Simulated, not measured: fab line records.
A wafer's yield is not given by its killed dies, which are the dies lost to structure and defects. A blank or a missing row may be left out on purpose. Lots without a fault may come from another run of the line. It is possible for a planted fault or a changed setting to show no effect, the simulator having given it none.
The tool behind it: which one? + flow nand-harc + 13 lots with 39 wafers sampled at 6 steps, on a route of 1302 steps

WHAT THE GAUGES SHOWED, per wafer
NHARC_A_ONON_D2_THK_MEAS_05: measures by ellipsometry. Usual: thk-nm at 998 nm, with a standard deviation of 10.
| lot  | measured     | on            | thk-nm (nm)    | flag |
|------|--------------|---------------|----------------|------|
| L614 | day 12 10:27 | film-metro-02 | 983 984 985    |      |
| L615 | day 12 17:40 | film-metro-02 | 1006 1005 1003 |      |
| L616 | day 13 09:29 | film-metro-01 | 994 992 993    |      |
| L624 | day 16 06:53 | film-metro-02 | 1014 1015 1015 |      |
| L625 | day 17 01:17 | film-metro-01 | 989 987 990    |      |
| L628 | day 18 06:44 | film-metro-02 | 1001 1002 1001 |      |
| L627 | day 18 06:58 | film-metro-02 | 974 974 974    |      |
| L630 | day 19 07:05 | film-metro-02 | 1003 1000 1001 |      |
| L633 | day 20 11:01 | film-metro-02 | 1007 1005 1006 |      |
| L634 | day 21 01:31 | film-metro-02 | 1000 1002 1000 |      |
| L635 | day 21 05:54 | film-metro-02 | 1001 1002 1002 |      |
| L636 | day 21 05:53 | film-metro-01 | 997 997 998    |      |
| L637 | day 22 12:50 | film-metro-02 | 1006 1005 1004 |      |

NHARC_A_ONON_D2_THK_MEAS_14: measures by ellipsometry. Usual: thk-nm at 1000 nm, with a standard deviation of 11.
| lot  | measured     | on            | thk-nm (nm)    | flag |
|------|--------------|---------------|----------------|------|
| L614 | day 12 12:08 | film-metro-01 | 1000 999 1000  |      |
| L615 | day 12 19:22 | film-metro-01 | 1010 1009 1009 |      |
| L616 | day 13 11:13 | film-metro-01 | 993 994 994    |      |
| L624 | day 16 08:35 | film-metro-01 | 998 995 996    |      |
| L625 | day 17 03:00 | film-metro-01 | 1000 998 997   |      |
| L628 | day 18 08:26 | film-metro-02 | 1008 1006 1007 |      |
| L627 | day 18 08:40 | film-metro-02 | 986 987 983    |      |
| L630 | day 19 08:47 | film-metro-02 | 1016 1016 1015 |      |
| L633 | day 20 12:43 | film-metro-02 | 1001 1001 1002 |      |
| L634 | day 21 03:13 | film-metro-01 | 1001 1001 1001 |      |
| L635 | day 21 07:38 | film-metro-01 | 1023 1023 1022 |      |
| L636 | day 21 07:36 | film-metro-02 | 995 995 994    |      |
| L637 | day 22 14:32 | film-metro-01 | 1003 1003 1003 |      |

NHARC_A_ONON_D2_THK_MEAS_30: measures by ellipsometry. Usual: thk-nm at 998 nm, with a standard deviation of 11.
| lot  | measured     | on            | thk-nm (nm)    | flag |
|------|--------------|---------------|----------------|------|
| L614 | day 12 22:01 | film-metro-02 | 993 993 995    |      |
| L615 | day 13 05:00 | film-metro-02 | 992 991 992    |      |
| L616 | day 13 20:52 | film-metro-02 | 978 980 980    |      |
| L624 | day 16 18:13 | film-metro-01 | 887 887 885    | OFF  |
| L625 | day 17 12:39 | film-metro-01 | 915 915 915    | OFF  |
| L628 | day 18 18:39 | film-metro-01 | 1009 1010 1008 |      |
| L627 | day 18 18:41 | film-metro-01 | 1015 1014 1014 |      |
| L630 | day 19 18:27 | film-metro-02 | 1005 1007 1004 |      |
| L633 | day 20 22:22 | film-metro-01 | 975 974 976    |      |
| L634 | day 21 13:34 | film-metro-02 | 995 996 993    |      |
| L635 | day 21 17:15 | film-metro-01 | 997 996 997    |      |
| L636 | day 21 17:14 | film-metro-02 | 995 995 995    |      |
| L637 | day 23 03:40 | film-metro-01 | 1004 1005 1005 |      |

NHARC_END_SORT_01. Usual: killed-at-array 54, standard deviation 20; killed-at-other 0.9, standard deviation 1.1; killed-at-periphery 3.8, standard deviation 2.4; killed-dies 58, standard deviation 20; killed-open 3.5, standard deviation 1.9; killed-short 2.5, standard deviation 1.6.
| lot  | measured     | on        | killed-at-array | killed-at-other | killed-at-periphery | killed-dies | killed-open | killed-short | flag |
|------|--------------|-----------|-----------------|-----------------|---------------------|-------------|-------------|--------------|------|
| L624 | day 28 23:00 | prober-01 | 51 38 31        | 0 0 0           | 1 4 6               | 52 42 37    | 0 5 8       | 1 1 3        |      |
| L628 | day 30 02:45 | prober-01 | 59 70 91        | 0 2 3           | 4 2 4               | 63 74 98    | 3 2 4       | 1 2 2        |      |
| L633 | day 32 20:59 | prober-02 | 43 50 40        | 2 2 1           | 8 3 6               | 53 55 47    | 3 0 4       | 5 1 2        |      |

WHICH TOOL RAN EACH LOT (tool, then ch and the chambers of the sampled wafers, then the start)
| lot  | NHARC_A_CHANNEL_FILL_D1_ETCHBACK_08           | NHARC_A_ONON_D2_DEP_28           |
|------|-----------------------------------------------|----------------------------------|
| L614 | rie-diel-06 ch 1,3, day 12 10:27 or earlier   | pecvd-onon-01 ch 0, day 12 21:31 |
| L615 | rie-diel-08 ch 0,1,2, day 12 17:40 or earlier | pecvd-onon-03 ch 0, day 13 04:37 |
| L616 | rie-diel-08 ch 1,2,3, day 13 09:29 or earlier | pecvd-onon-04 ch 0, day 13 20:29 |
| L624 | rie-diel-06 ch 1,3, day 16 06:53 or earlier   | pecvd-onon-04 ch 0, day 16 17:46 |
| L625 | rie-diel-08 ch 0,2,3, day 17 01:17 or earlier | pecvd-onon-04 ch 0, day 17 12:09 |
| L628 | rie-diel-07 ch 0,1, day 18 06:44 or earlier   | pecvd-onon-03 ch 0, day 18 18:12 |
| L627 | rie-diel-07 ch 0,2,3, day 18 06:58 or earlier | pecvd-onon-01 ch 0, day 18 18:10 |
| L630 | rie-diel-06 ch 0,1,2, day 19 07:05 or earlier | pecvd-onon-03 ch 0, day 19 17:56 |
| L633 | rie-diel-07 ch 0,1,2, day 20 11:01 or earlier | pecvd-onon-03 ch 0, day 20 21:50 |
| L634 | rie-diel-07 ch 0,2,3, day 21 01:31 or earlier | pecvd-onon-01 ch 0, day 21 13:04 |
| L635 | rie-diel-08 ch 0,2,3, day 21 05:54 or earlier | pecvd-onon-01 ch 0, day 21 16:44 |
| L636 | rie-diel-06 ch 0,1, day 21 05:53 or earlier   | pecvd-onon-03 ch 0, day 21 16:50 |
| L637 | rie-diel-08 ch 0,2,3, day 22 12:50 or earlier | pecvd-onon-04 ch 0, day 23 03:10 |
- NHARC_A_CHANNEL_FILL_D1_ETCHBACK_08: etches the open film in C4F8, target depth 220 nm, time 110 s.
- NHARC_A_ONON_D2_DEP_28: target thk 1000 nm.

AS READ BY THE TOOLS THEMSELVES (means over the sampled wafers that have a number; for cases with no such wafer, the mark the record gives instead)
NHARC_A_CHANNEL_FILL_D1_ETCHBACK_08. Usual: chamber-pressure-mTorr 25.001 mTorr, standard deviation 0.024; oes-product-au 0.96 a.u., standard deviation 0.036; rf-vpp-V 441.9 V, standard deviation 2.6.
| lot  | tool        | chamber-pressure-mTorr (mTorr) | oes-product-au (a.u.) | rf-vpp-V (V) | flag |
|------|-------------|--------------------------------|-----------------------|--------------|------|
| L614 | rie-diel-06 | 24.990                         | 1.01                  | 443.5        |      |
| L615 | rie-diel-08 | 25.008                         | 0.92                  | 440.8        |      |
| L616 | rie-diel-08 | 25.004                         | 0.99                  | 439.8        |      |
| L624 | rie-diel-06 | 25.015                         | 1.00                  | 442.3        |      |
| L625 | rie-diel-08 | 25.028                         | 0.92                  | 438.0        |      |
| L628 | rie-diel-07 | 25.008                         | 1.00                  | 444.0        |      |
| L627 | rie-diel-07 | 25.016                         | 1.00                  | 442.4        |      |
| L630 | rie-diel-06 | 24.992                         | 0.93                  | 442.9        |      |
| L633 | rie-diel-07 | 24.996                         | 0.92                  | 442.6        |      |
| L634 | rie-diel-07 | 24.985                         | 0.98                  | 441.9        |      |
| L635 | rie-diel-08 | 24.989                         | 1.00                  | 438.3        |      |
| L636 | rie-diel-06 | 25.000                         | 0.93                  | 442.3        |      |
| L637 | rie-diel-08 | 25.016                         | 0.92                  | 438.8        |      |

NHARC_A_ONON_D2_DEP_28. Usual: n2-flow-sccm 2749 sccm, standard deviation 7.7; n2o-flow-sccm 2000 sccm, standard deviation 6.3; nh3-flow-sccm 499.9 sccm, standard deviation 1.4.
| lot  | tool          | n2-flow-sccm (sccm) | n2o-flow-sccm (sccm) | nh3-flow-sccm (sccm) | flag |
|------|---------------|---------------------|----------------------|----------------------|------|
| L614 | pecvd-onon-01 | 2758                | 2004                 | 499.0                |      |
| L615 | pecvd-onon-03 | 2750                | 2002                 | 500.8                |      |
| L616 | pecvd-onon-04 | 2748                | 1996                 | 500.9                |      |
| L624 | pecvd-onon-04 | 2752                | 1997                 | 501.1                |      |
| L625 | pecvd-onon-04 | 2753                | 2001                 | 499.7                |      |
| L628 | pecvd-onon-03 | 2747                | 2000                 | 499.8                |      |
| L627 | pecvd-onon-01 | 2742                | 2002                 | 499.0                |      |
| L630 | pecvd-onon-03 | 2741                | 1999                 | 500.7                |      |
| L633 | pecvd-onon-03 | 2754                | 2001                 | 500.7                |      |
| L634 | pecvd-onon-01 | 2745                | 2002                 | 499.4                |      |
| L635 | pecvd-onon-01 | 2750                | 1995                 | 500.8                |      |
| L636 | pecvd-onon-03 | 2754                | 2000                 | 499.3                |      |
| L637 | pecvd-onon-04 | 2757                | 2010                 | 499.1                |      |

THE ANSWER, worked out from the rows above alone
Rule: take the mean of a lot's wafers that have a number; if it is more than 3 standard deviations from the usual mean, the lot is off. Also off: a lot with no number at a reading for which 4 or more lots have one. Any other lot the step has rows for is counted as sound. Order of review: gauges by route order, followed by the tools' own readings, for which a lot's mean as printed above is used. The first step at which some lot is off is used, and at that step the reading that is off furthest; a lot without a number counts as furthest.
Off at NHARC_A_ONON_D2_THK_MEAS_30 (thk-nm): L624, L625.
If a tool, at a process step before that reading, ran all the lots that are off and no sound lot after the first of them, it fits. Gauges at NHARC_A_ONON_D2_THK_MEAS_30: tried the same way as those tools. NHARC_A_CHANNEL_FILL_D1_ETCHBACK_08: start missing for some lots; hours and lot order therefore follow NHARC_A_ONON_D2_THK_MEAS_05. No candidate that was tried fits.

WHAT WAS PUT IN BY THE SIMULATOR
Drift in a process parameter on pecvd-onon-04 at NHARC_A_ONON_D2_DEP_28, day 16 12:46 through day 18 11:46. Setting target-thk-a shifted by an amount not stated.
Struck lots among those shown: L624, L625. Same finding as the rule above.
